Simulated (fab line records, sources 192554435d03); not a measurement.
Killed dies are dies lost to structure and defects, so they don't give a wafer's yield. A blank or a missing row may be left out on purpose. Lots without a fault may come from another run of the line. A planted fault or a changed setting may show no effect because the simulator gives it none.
fab line records | flow n5_finfet
record lots=24 wafers=72 last_day=18
route steps=1938 shown MOL_CONTACT_COAG@592 BEOL_M0_SAQP@638
lots that met no fault: from a run of the same line without faults
start_h: hours from the record's first day to the start of the lot's first wafer shown | wait_h: hours since the lot's step before | " the same as in the row above | L1.1+2: a row that stands for several wafers | - no value, or no start given | * or withheld: withheld | < > ~ a bound
route shown NAME@n: a module of which the file shows steps, and the number in the route of the first | usual: mean/standard deviation of fault-free wafers | same: alike in all rows | chamber/n: place in a boat | sites: the reading at each site | _std_site: their standard deviation | _edge_site: outer sites' mean less inner sites' | radius_mm: how far each site lies from the wafer's centre | mask NAME#n: copy n | behind: the tool/chamber that last shaped the wafer | hold: why the lot was held/for how many hours/how that ended | device: the transistor (n, p or np) that didn't switch | end of line: the same wafers' tests at the end of the route | a step without rows: its recipe alone | killed: dies lost to structure and defects at the first sort, not the wafer's yield | map: a wafer's dies, x killed, . not, _ none there
set.NAME: the setting as run; set.NAME@STEP: as run at that earlier step | model.NAME: the simulator's own value behind a step, which no gauge read
steps of the route over a sample of lots; a table a step, a row a wafer
services: from which hour (start_h, from the record's first day; less than 0 if before it) a tool's chamber was out of use, for how many hours, and why
## steps
# step N5_MOL_CONTACT_COAG_CD_MEAS_137
# recipe target_cd_nm=16
# usual cd_nm=16.0/0.33
# columns lot.wafer tool chamber start_h wait_h cd_nm
L074.3 cd_sem-03 - 99.90 0.0 16.5
L074.4 " - " " 16.1
L074.6 " - " " 16.1
L075.1 cd_sem-02 - 106.17 0.0 16.4
L075.3 " - " " 16.3
L075.5 " - " " 16.1
L076.3 cd_sem-02 - 114.16 0.0 15.9
L076.5 " - " " 16.5
L076.6 " - " " 15.6
L077.1 cd_sem-03 - 122.51 0.0 16.8
L077.2 " - " " 15.5
L077.6 " - " " 15.7
L078.3 cd_sem-02 - 123.51 0.0 16.0
L078.5 " - " " 15.8
L078.6 " - " " 15.8
L079.2 cd_sem-03 - 136.47 0.0 16.0
L079.3 " - " " 16.1
L079.6 " - " " 16.4
L080.1 cd_sem-02 - 140.57 0.0 15.9
L080.2 " - " " 16.1
L080.3 " - " " 15.9
L081.1 cd_sem-03 - 144.77 0.0 15.8
L081.3 " - " " 16.4
L081.6 " - " " 15.6
L082.4 cd_sem-02 - 148.94 0.0 15.1
L082.5 " - " " 16.0
L082.6 " - " " 16.4
L083.3 cd_sem-03 - 153.69 0.0 16.0
L083.4 " - " " 16.5
L083.6 " - " " 16.4
L084.1 cd_sem-02 - 164.23 0.0 15.8
L084.4 " - " " 16.2
L084.6 " - " " 16.1
L085.2 cd_sem-03 - 166.13 0.0 16.2
L085.3 " - " " 16.5
L085.4 " - " " 15.8
L086.1 cd_sem-03 - 174.29 0.0 16.2
L086.2 " - " " 15.5
L086.3 " - " " 16.4
L087.1 cd_sem-01 - 181.20 0.0 15.8
L087.4 " - " " 16.2
L087.5 " - " " 15.7
L088.1 cd_sem-03 - 184.97 0.0 15.6
L088.3 " - " " 15.4
L088.6 " - " " 15.7
L089.3 cd_sem-01 - 190.52 0.0 16.2
L089.4 " - " " 16.6
L089.6 " - " " 15.8
L090.2 cd_sem-02 - 194.61 0.0 15.7
L090.4 " - " " 15.8
L090.6 " - " " 15.8
L091.2 cd_sem-02 - 202.89 0.0 16.2
L091.4 " - " " 15.6
L091.5 " - " " 15.6
L093.2 cd_sem-03 - 214.01 0.0 15.8
L093.4 " - " " 15.8
L093.5 " - " " 15.7
L094.3 cd_sem-01 - 222.25 0.0 16.1
L094.4 " - " " 15.7
L094.5 " - " " 15.7
L092.1 cd_sem-03 - 222.36 0.0 16.9
L092.2 " - " " 16.0
L092.5 " - " " 16.4
L095.2 cd_sem-02 - 226.00 0.0 16.2
L095.3 " - " " 15.6
L095.5 " - " " 15.7
L096.2 cd_sem-01 - 232.70 0.0 15.9
L096.4 " - " " 16.6
L096.6 " - " " 15.8
L097.2 cd_sem-01 - 239.29 0.0 16.2
L097.3 " - " " 16.6
L097.5 " - " " 16.0
# step N5_MOL_CONTACT_COAG_ETCH_124
# recipe chemistry=CH3F/O2 target=SiNx target_depth_a=65 mask_material=SOC stop_on=SiOC over_etch_frac=0.3 ion_energy_ev=120 pressure_mtorr=30 source_w=395 bias_w=73 Ar_flow_sccm=150 CH3F_flow_sccm=30 O2_flow_sccm=20 ends=end_point
# usual drypump_motor_current_A=5.8/0.41 mfc_ar_sccm=150.0/0.44 oes_product_au=0.67/0.054 rf_fwd_power_W=391.3/1.4 rf_vpp_V=297/6.6 showerhead_plenum_p_Torr=1.98/0.065 throttle_valve_pct=16.31/0.15
# columns lot.wafer tool chamber start_h wait_h drypump_motor_current_A mfc_ar_sccm oes_product_au rf_fwd_power_W rf_hours_counter_h rf_vpp_V showerhead_plenum_p_Torr throttle_valve_pct
L074.3 rie_diel-01 1 101.29 0.0 5.0 150.2 0.59 391.9 235 295 1.89 16.57
L074.4 " 2 " " 5.6 150.2 0.69 388.4 90 303 2.02 16.22
L074.6 " 1 " " 5.0 151.1 0.59 391.6 - 295 1.89 16.54
L075.1 rie_diel-02 0 107.18 0.0 5.2 150.1 0.62 393.8 170 298 2.00 16.42
L075.3 " 1 " " 6.1 150.6 0.67 391.0 113 293 1.93 16.37
L075.5 " 2 " " 5.7 150.5 0.79 391.1 - 285 1.97 16.34
L076.3 rie_diel-01 0 115.87 0.0 6.2 149.8 0.74 392.1 38 288 1.96 16.22
L076.5 " 0 " " 6.2 149.7 0.74 393.5 - 289 1.96 16.26
L076.6 " 3 " " 6.2 150.3 0.68 391.6 - 304 1.94 16.23
L077.1 rie_diel-02 3 124.55 0.0 5.9 149.4 0.67 392.0 115 304 2.10 16.01
L077.2 " 1 " " 6.2 150.4 0.65 391.0 121 295 1.93 16.39
L077.6 " 0 " " 5.2 150.2 0.62 391.8 - 298 2.00 16.43
L078.3 rie_diel-04 0 125.48 0.0 6.1 150.3 0.77 388.9 17 299 1.97 16.21
L078.5 " 0 " " 6.1 150.2 0.77 388.7 - 297 1.97 16.20
L078.6 " 3 " " 5.5 150.1 0.75 390.8 - 301 2.06 16.32
L079.2 rie_diel-02 2 138.39 0.0 5.7 150.0 0.76 390.5 33 285 1.96 16.37
L079.3 " 1 " " 6.2 150.3 0.65 392.2 127 292 1.93 16.41
L079.6 " 1 " " 6.2 149.9 0.66 392.5 - 294 1.93 16.41
L080.1 rie_diel-01 0 142.64 0.0 6.2 149.7 0.74 392.7 51 288 1.95 16.27
L080.2 " 3 " " 6.2 149.4 0.69 392.2 100 303 1.94 16.24
L080.3 " 1 " " 5.0 150.7 0.59 390.8 242 294 1.89 16.58
L081.1 rie_diel-01 1 146.12 0.0 5.0 150.2 0.59 389.3 244 294 1.88 16.58
L081.3 " 2 " " 5.6 149.4 0.66 390.2 114 302 2.01 16.27
L081.6 " 3 " " 6.2 150.5 0.68 392.0 - 303 1.94 16.25
L082.4 rie_diel-02 3 149.88 0.0 5.9 149.7 0.66 394.0 125 306 2.10 16.02
L082.5 " 0 " " 5.2 149.7 0.61 389.9 - 298 2.00 16.44
L082.6 " 3 " " 5.9 149.5 0.65 392.9 - 304 2.10 16.01
L083.3 rie_diel-01 1 155.03 0.0 5.0 150.4 0.58 391.7 247 296 1.88 16.59
L083.4 " 0 " " 6.3 149.9 0.71 392.2 56 288 1.95 16.28
L083.6 " 3 " " 6.2 150.1 0.67 390.6 - 305 1.94 16.25
L084.1 rie_diel-02 3 165.35 0.0 5.9 150.9 0.65 390.6 131 304 2.10 16.04
L084.4 " 1 " " 6.2 150.1 0.65 391.2 137 293 1.92 16.43
L084.6 " 2 " " 5.7 150.4 0.75 391.1 - 284 1.96 16.40
L085.2 rie_diel-02 0 167.20 0.0 5.3 150.3 0.61 391.4 190 299 1.99 16.46
L085.3 " 3 " " 5.9 150.9 0.66 392.9 131 306 2.10 16.05
L085.4 " 1 " " 6.1 149.6 0.66 389.6 137 294 1.92 16.43
L086.1 rie_diel-01 3 175.23 0.0 6.2 149.9 0.67 393.6 112 305 1.94 16.25
L086.2 " 0 " " 6.2 150.3 0.71 392.9 63 288 1.95 16.30
L086.3 " 2 " " 5.7 150.4 0.66 391.4 125 302 2.01 16.29
L087.1 rie_diel-02 2 182.60 0.0 5.7 150.2 0.74 390.2 50 285 1.96 16.38
L087.4 " 0 " " 5.2 150.3 0.61 389.3 196 298 1.99 16.47
L087.5 " 1 " " 6.2 150.3 0.64 392.1 - 292 1.92 16.45
L088.1 rie_diel-02 0 186.04 0.0 5.2 150.0 0.60 391.2 197 298 1.99 16.46
L088.3 " 2 " " 5.7 149.9 0.74 391.9 51 285 1.95 16.39
L088.6 " 0 " " 5.2 150.2 0.60 392.5 - 297 1.99 16.48
L089.3 rie_diel-01 0 191.46 0.0 6.2 149.9 0.70 392.5 70 289 1.95 16.31
L089.4 " 1 " " 5.0 149.3 0.80 389.6 3 300 2.13 16.15
L089.6 " 1 " " 5.0 149.5 0.80 388.9 - 300 2.13 16.13
L090.2 rie_diel-02 2 195.68 0.0 5.7 150.9 0.74 392.4 54 284 1.95 16.41
L090.4 " 0 " " 5.2 150.5 0.60 392.7 201 297 1.99 16.46
L090.6 " 3 " " 5.9 149.3 0.64 391.9 - 304 2.09 16.06
L091.2 rie_diel-02 0 204.00 0.0 5.2 149.4 0.60 392.4 204 298 1.99 16.49
L091.4 " 1 " " 6.1 149.8 0.64 391.7 151 293 1.92 16.46
L091.5 " 3 " " 5.9 149.6 0.65 391.4 - 304 2.09 16.05
L093.2 rie_diel-01 3 215.13 0.0 6.2 149.4 0.66 392.1 127 304 1.93 16.30
L093.4 " 2 " " 5.6 149.7 0.65 389.0 140 303 2.01 16.32
L093.5 " 1 " " 5.0 149.0 0.77 390.0 - 301 2.13 16.16
L094.3 rie_diel-02 0 223.54 0.0 5.2 149.8 0.60 391.5 212 298 1.99 16.50
L094.4 " 1 " " 6.1 149.8 0.64 392.5 - 294 1.92 16.46
L094.5 " 3 " " 5.9 149.8 0.64 391.6 - 306 2.09 16.07
L092.1 rie_diel-01 0 223.65 0.0 6.2 149.1 0.69 392.9 82 289 1.94 16.32
L092.2 " 1 " " 5.0 150.4 0.76 388.6 14 301 2.13 16.16
L092.5 " 3 " " 6.1 150.4 0.66 390.7 - 303 1.93 16.32
L095.2 rie_diel-02 3 227.20 0.0 5.9 150.0 0.64 391.8 153 304 2.09 16.08
L095.3 " 2 " " 5.7 150.5 0.73 393.7 63 285 1.95 16.42
L095.5 " 1 " " 6.1 150.0 0.63 392.4 - 294 1.92 16.47
L096.2 rie_diel-02 1 233.90 0.0 6.1 150.0 0.64 393.5 163 292 1.92 16.47
L096.4 " 3 " " 5.9 150.1 0.65 392.5 155 304 2.09 16.09
L096.6 " 3 " " 5.9 150.4 0.64 392.6 - 305 2.09 16.08
L097.2 rie_diel-04 0 240.45 0.0 6.1 150.3 0.71 390.3 63 297 1.96 16.30
L097.3 " 3 " " 5.5 150.8 0.71 389.1 69 302 2.05 16.37
L097.5 " 1 " " 5.4 150.2 0.65 391.1 - 294 1.91 16.34
# step N5_MOL_CONTACT_COAG_CMP_52
# recipe stop_on=SiO2 t_overpolish_s=1.5 post_cmp_clean=w_dilute_nh4oh down_force_psi=4 platen_rpm=50.289 pad_velocity_m_s=1.0006 target_thk_nm=66.5
# usual motor_current_A=12.6/1.2 overpolish_run_s=1.500/0.009 time_to_endpoint_s=13.0/2.3
# columns lot.wafer tool chamber start_h wait_h motor_current_A overpolish_run_s time_to_endpoint_s
L074.3 cmp-01 3 102.08 0.0 11.9 1.507 14.5
L074.4 " 1 " " 13.9 1.510 15.8
L074.6 " 0 " " 12.8 1.501 14.8
L075.1 cmp-01 1 108.00 0.1 14.7 1.497 15.5
L075.3 " 3 " " 11.7 1.509 16.0
L075.5 " 0 " " 12.0 1.504 14.6
L076.3 cmp-03 2 116.64 0.0 10.4 1.503 16.5
L076.6 " 2 " " 10.1 1.497 14.5
L076.5 " 3 " " 12.9 1.494 12.2
L077.1 cmp-01 0 125.36 0.1 12.6 1.500 16.2
L077.2 " 2 " " 10.9 1.502 18.8
L077.6 " 3 " " 12.0 1.492 13.3
L078.3 cmp-01 2 126.33 0.1 11.7 1.498 16.2
L078.6 " 0 " " 12.1 1.506 11.6
L078.5 " 1 " " 14.4 1.493 13.8
L079.2 cmp-01 0 139.20 0.1 12.7 1.519 9.1
L079.3 " 1 " " 13.2 1.495 11.7
L079.6 " 0 " " 12.6 1.490 8.1
L080.1 cmp-02 2 143.54 0.1 13.3 1.510 13.3
L080.2 " 3 " " 13.3 1.506 15.1
L080.3 " 0 " " 13.2 1.486 13.8
L081.1 cmp-02 2 146.90 0.0 13.5 1.505 10.6
L081.3 " 0 " " 14.2 1.502 13.7
L081.6 " 2 " " 13.2 1.488 11.7
L082.4 cmp-03 3 150.76 0.1 12.4 1.495 12.4
L082.6 " 0 " " 11.2 1.498 16.7
L082.5 " 1 " " 15.1 1.497 13.3
L083.4 cmp-03 0 155.80 0.0 11.5 1.503 13.7
L083.3 " 2 " " 10.2 1.492 14.1
L083.6 " 1 " " 14.8 1.503 11.5
L084.1 cmp-03 0 166.24 0.1 11.9 1.501 13.7
L084.4 " 1 " " 14.7 1.502 14.4
L084.6 " 3 " " 11.8 1.506 10.9
L085.4 cmp-02 3 167.97 0.0 13.1 1.495 14.0
L085.3 " 0 " " 13.7 1.505 12.7
L085.2 " 1 " " 11.6 1.482 11.9
L086.1 cmp-01 0 176.03 0.0 12.4 1.513 8.2
L086.2 " 1 " " 14.0 1.505 11.4
L086.3 " 3 " " 12.3 1.490 10.2
L087.1 cmp-02 3 183.70 0.0 11.9 1.489 15.1
L087.4 " 0 " " 13.9 1.506 13.2
L087.5 " 0 " " 13.6 1.518 13.8
L088.1 cmp-02 1 186.85 0.1 11.7 1.492 12.2
L088.3 " 2 " " 12.6 1.494 12.1
L088.6 " 0 " " 14.0 1.512 14.7
L089.4 cmp-02 0 192.27 0.1 13.4 1.490 12.5
L089.3 " 2 " " 13.3 1.496 9.9
L089.6 " 0 " " 13.9 1.504 13.5
L090.2 cmp-02 1 196.49 0.1 12.7 1.502 13.8
L090.4 " 3 " " 12.2 1.493 14.7
L090.6 " 1 " " 12.4 1.505 10.5
L091.2 cmp-03 1 204.78 0.0 14.8 1.484 12.9
L091.4 " 3 " " 12.0 1.498 8.4
L091.5 " 2 " " 10.6 1.487 15.6
L093.4 cmp-02 1 215.97 0.1 11.8 1.502 10.2
L093.2 " 2 " " 13.0 1.497 10.4
L093.5 " 1 " " 12.1 1.498 12.6
L094.4 cmp-02 0 224.32 0.0 14.2 1.484 9.8
L094.3 " 2 " " 13.6 1.495 12.0
L094.5 " 1 " " 12.0 1.503 11.0
L092.2 cmp-03 3 224.42 0.0 12.7 1.487 12.9
L092.1 " 0 " " 11.8 1.496 12.4
L092.5 " 0 " " 11.9 1.504 16.2
L095.3 cmp-02 3 228.05 0.1 12.2 1.518 11.8
L095.2 " 0 " " 13.5 1.493 9.9
L095.5 " 1 " " 12.8 1.490 9.5
L096.2 cmp-03 1 234.75 0.1 14.5 1.505 13.9
L096.4 " 2 " " 10.6 1.511 11.2
L096.6 " 0 " " 11.8 1.482 11.1
L097.3 cmp-01 3 241.26 0.1 12.1 1.503 12.6
L097.2 " 0 " " 12.4 1.500 10.5
L097.5 " 2 " " 10.6 1.484 13.7
# step N5_MOL_CONTACT_COAG_INSPECT_97
# recipe inspect_instrument=darkfield mode=post_anneal
# usual raw_defect_count=44/19
# columns lot.wafer tool chamber start_h wait_h raw_defect_count
L074.3 defect_inspect-02 - 105.46 0.1 43
L074.4 " - " " 78
L074.6 " - " " 40
L075.1 defect_inspect-01 - 111.32 0.0 37
L075.3 " - " " 46
L075.5 " - " " 22
L076.3 defect_inspect-01 - 120.03 0.1 79
L076.5 " - " " 74
L076.6 " - " " 74
L077.1 defect_inspect-01 - 128.69 0.0 20
L077.2 " - " " 39
L077.6 " - " " 28
L078.3 defect_inspect-01 - 131.73 0.1 39
L078.5 " - " " 37
L078.6 " - " " 60
L079.2 defect_inspect-02 - 142.54 0.1 56
L079.3 " - " " 89
L079.6 " - " " 36
L080.1 defect_inspect-02 - 146.86 0.0 30
L080.2 " - " " 22
L080.3 " - " " 28
L081.1 defect_inspect-02 - 150.26 0.0 37
L081.3 " - " " 68
L081.6 " - " " 52
L082.4 defect_inspect-02 - 154.05 0.1 22
L082.5 " - " " 34
L082.6 " - " " 21
L083.3 defect_inspect-02 - 159.19 0.1 35
L083.4 " - " " 51
L083.6 " - " " 42
L084.1 defect_inspect-01 - 169.52 0.0 43
L084.4 " - " " 79
L084.6 " - " " 64
L085.2 defect_inspect-01 - 172.55 0.1 34
L085.3 " - " " 25
L085.4 " - " " 43
L086.1 defect_inspect-02 - 179.38 0.0 45
L086.2 " - " " 48
L086.3 " - " " 71
L087.1 defect_inspect-02 - 187.05 0.0 40
L087.4 " - " " 62
L087.5 " - " " 114
L088.1 defect_inspect-02 - 190.16 0.0 92
L088.3 " - " " 39
L088.6 " - " " 29
L089.3 defect_inspect-02 - 195.63 0.1 54
L089.4 " - " " 36
L089.6 " - " " 36
L090.2 defect_inspect-02 - 199.82 0.0 55
L090.4 " - " " 106
L090.6 " - " " 58
L091.2 defect_inspect-02 - 219.48 0.0 29
L091.4 " - " " 26
L091.5 " - " " 58
L093.2 defect_inspect-01 - 219.48 0.0 13
L093.4 " - " " 30
L093.5 " - " " 29
L094.3 defect_inspect-02 - 227.70 0.1 48
L094.4 " - " " 38
L094.5 " - " " 41
L092.1 defect_inspect-01 - 230.66 0.0 40
L092.2 " - " " 45
L092.5 " - " " 56
L095.2 defect_inspect-01 - 233.70 0.1 53
L095.3 " - " " 59
L095.5 " - " " 55
L096.2 defect_inspect-01 - 238.04 0.0 39
L096.4 " - " " 32
L096.6 " - " " 42
L097.2 defect_inspect-01 - 244.59 0.0 25
L097.3 " - " " 36
L097.5 " - " " 37
# step N5_BEOL_M0_SAQP_PECVD_04
# recipe material=a-Si target_thk_a=600 temp_c=350 precursor=SiH4/He pressure_torr=3 rf_w=100 time_s=60.2
# usual chamber_pressure_Torr=3.000/0.0072 heater_power_w=611/59 rf_fwd_power_W=99.4/0.35 showerhead_plenum_p_Torr=5.66/0.061 throttle_valve_pct=18.0/0.98
# columns lot.wafer tool chamber start_h wait_h chamber_pressure_Torr heater_power_w rf_fwd_power_W showerhead_plenum_p_Torr since_wet_clean_h throttle_valve_pct
L074.3 pecvd-02 0 106.89 0.0 3.008 566 99.2 5.64 1173 18.9
L074.4 " 2 " " 2.998 594 100.1 5.73 - 15.7
L074.6 " 1 " " 2.997 515 99.1 5.59 - 18.3
L075.1 pecvd-02 2 112.09 0.0 2.994 664 99.2 5.74 424 16.0
L075.3 " 1 " " 3.002 460 99.3 5.57 1903 18.3
L075.5 " 0 " " 2.999 547 99.2 5.65 - 19.1
L076.3 pecvd-03 2 122.31 0.0 2.997 621 99.5 5.68 2095 19.6
L076.5 " 1 " " 2.994 616 99.4 5.56 - 17.6
L076.6 " 2 " " 3.002 637 99.0 5.68 - 19.4
L077.1 pecvd-03 2 131.19 0.0 2.992 635 98.9 5.68 2104 19.3
L077.2 " 0 " " 3.004 632 99.1 5.72 654 17.4
L077.6 " 2 " " 2.997 637 98.7 5.68 - 19.6
L078.3 pecvd-02 1 133.29 0.0 2.993 517 99.5 5.59 1925 18.0
L078.5 " 1 " " 2.995 542 99.0 5.59 - 18.2
L078.6 " 0 " " 3.003 530 100.6 5.64 - 18.8
L079.2 pecvd-01 1 143.85 0.0 3.001 667 98.9 5.67 1754 18.9
L079.3 " 2 " " 2.998 623 99.0 5.67 275 16.7
L079.6 " 2 " " 2.995 630 99.3 5.68 - 16.6
L080.1 pecvd-03 1 148.75 0.0 3.005 601 99.7 5.56 1396 17.7
L080.2 " 0 " " 3.007 729 99.2 5.73 671 17.5
L080.3 " 2 " " 2.996 606 99.5 5.67 2121 19.3
L081.1 pecvd-03 0 152.36 0.0 3.004 691 99.7 5.73 675 17.4
L081.3 " 1 " " 2.999 592 99.4 5.58 1400 17.7
L081.6 " 1 " " 3.013 593 99.4 5.56 - 17.6
L082.4 pecvd-03 2 157.21 0.0 3.007 552 99.4 5.69 - 19.4
L082.5 " 1 " " 2.998 622 99.4 5.57 - 17.8
L082.6 " 0 " " 3.002 690 99.2 5.74 - 17.4
L083.3 pecvd-03 0 161.35 0.0 3.006 675 99.3 5.71 684 17.2
L083.4 " 2 " " 2.992 569 99.5 5.68 - 19.6
L083.6 " 1 " " 2.993 599 99.4 5.56 - 17.8
L084.1 pecvd-02 0 170.63 0.0 2.992 491 100.2 5.64 1237 19.2
L084.4 " 1 " " 2.998 522 98.9 5.59 - 18.2
L084.6 " 0 " " 2.999 513 99.9 5.65 - 18.9
L085.2 pecvd-01 2 175.02 0.0 2.986 572 99.0 5.67 306 16.7
L085.3 " 1 " " 3.001 739 99.7 5.65 1785 19.0
L085.4 " 2 " " 3.000 573 98.8 5.67 - 16.5
L086.1 pecvd-03 0 180.70 0.0 3.001 632 99.6 5.72 703 17.6
L086.2 " 1 " " 3.015 625 99.6 5.57 1428 17.8
L086.3 " 2 " " 3.012 622 99.5 5.68 2153 19.4
L087.1 pecvd-01 1 188.99 0.0 2.983 728 99.7 5.66 1799 19.0
L087.4 " 0 " " 2.996 621 99.3 5.71 - 17.8
L087.5 " 0 " " 3.005 628 99.6 5.70 - 18.1
L088.1 pecvd-03 2 192.52 0.0 2.995 613 99.0 5.68 2165 19.4
L088.3 " 0 " " 3.001 650 99.6 5.73 715 17.5
L088.6 " 0 " " 3.007 658 99.5 5.73 - 17.6
L089.3 pecvd-01 1 197.40 0.0 2.993 761 99.8 5.67 1808 19.3
L089.4 " 0 " " 3.008 625 99.6 5.71 - 17.8
L089.6 " 1 " " 3.006 753 99.6 5.66 - 19.1
L090.2 pecvd-03 0 201.38 0.0 2.993 629 99.6 5.73 724 17.2
L090.4 " 1 " " 2.991 650 99.4 5.56 - 17.8
L090.6 " 0 " " 3.002 633 99.2 5.71 - 17.7
L093.2 pecvd-01 1 221.23 0.0 2.982 686 99.4 5.66 1831 19.2
L093.4 " 1 " " 2.989 698 99.7 5.68 - 19.1
L093.5 " 0 " " 2.998 592 99.8 5.71 - 18.1
L091.2 pecvd-03 0 221.39 0.0 2.992 645 99.5 5.72 744 17.4
L091.4 " 1 " " 2.996 580 99.4 5.57 - 17.8
L091.5 " 0 " " 3.000 638 99.5 5.72 - 17.6
L094.3 pecvd-03 1 228.79 0.1 2.997 560 99.2 5.58 - 17.8
L094.4 " 0 " " 3.000 681 99.2 5.73 - 17.4
L094.5 " 0 " " 3.000 677 99.2 5.74 - 17.4
L092.1 pecvd-03 2 232.22 0.0 3.002 631 98.7 5.66 1 17.1
L092.2 " 1 " " 3.002 577 98.8 5.57 1480 18.0
L092.5 " 0 " " 2.989 627 99.0 5.73 - 17.2
L095.2 pecvd-02 2 234.75 0.0 2.992 591 99.6 5.71 547 16.5
L095.3 " 1 " " 3.005 467 99.0 5.59 2026 18.2
L095.5 " 2 " " 3.006 593 99.4 5.74 - 16.2
L096.2 pecvd-02 1 240.87 0.0 3.003 495 98.9 5.59 2032 18.2
L096.4 " 2 " " 3.002 617 99.4 5.73 - 16.5
L096.6 " 0 " " 3.003 568 99.3 5.65 - 19.0
L097.2 pecvd-01 2 246.24 0.0 3.020 597 98.8 5.67 377 16.7
L097.3 " 0 " " 2.979 621 99.8 5.70 1131 17.8
L097.5 " 1 " " 3.002 682 99.6 5.67 - 18.8
# step N5_BEOL_M0_SAQP_THK_MEAS_05
# usual thk_nm=60.3/0.96
# columns lot.wafer tool chamber start_h wait_h thk_nm
L074.3 film_metro-02 - 106.98 0.1 59.5
L074.4 " - " " 60.2
L074.6 " - " " 60.7
L075.1 film_metro-01 - 112.18 0.1 59.8
L075.3 " - " " 59.6
L075.5 " - " " 59.8
L076.3 film_metro-01 - 122.40 0.1 61.1
L076.5 " - " " 61.2
L076.6 " - " " 62.1
L077.1 film_metro-01 - 131.29 0.1 61.5
L077.2 " - " " 62.4
L077.6 " - " " 62.6
L078.3 film_metro-02 - 133.39 0.1 58.9
L078.5 " - " " 59.9
L078.6 " - " " 61.1
L079.2 film_metro-01 - 143.95 0.1 59.4
L079.3 " - " " 59.2
L079.6 " - " " 60.7
L080.1 film_metro-01 - 148.84 0.1 60.5
L080.2 " - " " 61.3
L080.3 " - " " 60.5
L081.1 film_metro-01 - 152.45 0.1 60.0
L081.3 " - " " 58.9
L081.6 " - " " 60.2
L082.4 film_metro-01 - 157.27 0.0 61.5
L082.5 " - " " 60.8
L082.6 " - " " 61.8
L083.3 film_metro-02 - 161.44 0.1 61.6
L083.4 " - " " 62.1
L083.6 " - " " 61.7
L084.1 film_metro-02 - 170.73 0.1 59.5
L084.4 " - " " 59.9
L084.6 " - " " 61.0
L085.2 film_metro-01 - 175.12 0.1 59.3
L085.3 " - " " 59.8
L085.4 " - " " 60.2
L086.1 film_metro-01 - 180.80 0.1 60.9
L086.2 " - " " 59.5
L086.3 " - " " 61.1
L087.1 film_metro-01 - 189.12 0.1 58.9
L087.4 " - " " 59.4
L087.5 " - " " 59.6
L088.1 film_metro-02 - 192.61 0.1 60.6
L088.3 " - " " 61.4
L088.6 " - " " 62.5
L089.3 film_metro-02 - 197.50 0.1 59.8
L089.4 " - " " 60.2
L089.6 " - " " 60.7
L090.2 film_metro-01 - 201.47 0.1 60.8
L090.4 " - " " 60.4
L090.6 " - " " 61.6
L093.2 film_metro-02 - 221.33 0.1 59.4
L093.4 " - " " 60.0
L093.5 " - " " 59.7
L091.2 film_metro-02 - 221.51 0.1 60.9
L091.4 " - " " 60.3
L091.5 " - " " 61.7
L094.3 film_metro-02 - 228.89 0.1 59.5
L094.4 " - " " 61.5
L094.5 " - " " 60.9
L092.1 film_metro-01 - 232.32 0.1 58.6
L092.2 " - " " 59.4
L092.5 " - " " 61.5
L095.2 film_metro-01 - 234.84 0.1 59.2
L095.3 " - " " 59.4
L095.5 " - " " 60.4
L096.2 film_metro-02 - 240.97 0.1 59.4
L096.4 " - " " 59.9
L096.6 " - " " 61.0
L097.2 film_metro-02 - 246.33 0.1 59.4
L097.3 " - " " 59.3
L097.5 " - " " 60.3
## services
# columns tool chamber start_h hours kind
cmp-02 - 84.64 9.4 pm
rie_diel-04 2 85.92 7.1 repair
rie_diel-01 0 90.34 2.5 repair
cmp-02 - 105.81 4.1 pm
pecvd-01 - 110.41 6.0 pm
cmp-02 - 117.55 6.2 pm
cmp-03 - 120.08 4.0 pm
rie_diel-01 3 123.27 6.5 repair
pecvd-01 0 124.34 8.1 repair
rie_diel-02 0 128.23 12.0 repair
cmp-03 - 141.99 5.0 pm
pecvd-02 - 144.48 2.8 pm
pecvd-02 - 177.29 1.3 repair
cmp-01 - 192.95 5.0 pm
rie_diel-01 - 196.61 0.9 repair
cmp-02 - 197.13 4.0 pm
cmp-03 - 201.61 1.2 repair
cmp-03 - 206.51 0.8 repair
cmp-01 - 208.40 13.1 pm
cmp-02 - 216.47 0.3 repair
rie_diel-02 2 220.41 6.5 repair
cmp-01 - 228.56 6.6 pm
rie_diel-01 2 231.74 9.0 repair
cmp-03 - 240.67 1.8 repair
## key
fault none
